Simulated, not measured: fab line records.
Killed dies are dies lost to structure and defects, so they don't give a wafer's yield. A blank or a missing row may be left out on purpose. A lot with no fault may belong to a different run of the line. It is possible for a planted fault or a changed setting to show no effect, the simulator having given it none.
Chamber matching	flow nandHarc	NHARC_A_M1_DESCUM_14 on rieDiel-12: 4 sister chambers
The step chemistry O2, time 3 s. 8 wafers are shown with their chamber, then 10 later ones without.

## EACH WAFER AND ITS CHAMBER
wafer	chamber	showerheadPlenumPTorr (Torr)	drypumpMotorCurrentA (A)
L087.4	0	2.01	6.2
L087.6	1	1.82	5.6
L089.1	2	2.03	5.2
L088.1	2	2.03	5.2
L088.2	3	2.05	5.7
L088.5	0	2.01	6.3
L093.2	1	1.82	5.6
L093.3	3	2.04	5.7

## WAFERS MISSING THEIR CHAMBER
wafer	showerheadPlenumPTorr (Torr)	drypumpMotorCurrentA (A)
L093.6	1.82	5.6
L094.1	2.03	5.2
L094.3	2.03	5.1
L094.4	2.05	5.7
L095.3	1.82	5.6
L095.5	2.03	5.1
L095.6	1.82	5.6
L096.2	1.82	5.6
L096.3	2.03	5.1
L096.4	2.04	5.7

## WHICH CHAMBER EACH WENT THROUGH
wafer	from the rows above	in truth
L093.6	1	1
L094.1	2	2
L094.3	2	2
L094.4	3	3
L095.3	1	1
L095.5	2	2
L095.6	1	1
L096.2	1	1
L096.3	2	2
L096.4	3	3
Correctly placed: 10 of 10. Left unplaced by these rows: 0. Placed wrongly: 0.
How it was worked out, from the rows above alone: a wafer's distance from a chamber is the root of the sum, over the readings, of the square of ((its reading less the chamber's mean) divided by the reading's scatter). The wafer belongs to the nearest chamber; if the next one is less than 2 further off, it can't be placed. For every chamber, the mean is computed from those of its wafers that are shown. The scatter is the square root of a quotient: the sum, over the shown wafers, of each reading's squared deviation from its chamber's mean, divided by wafers minus chambers.
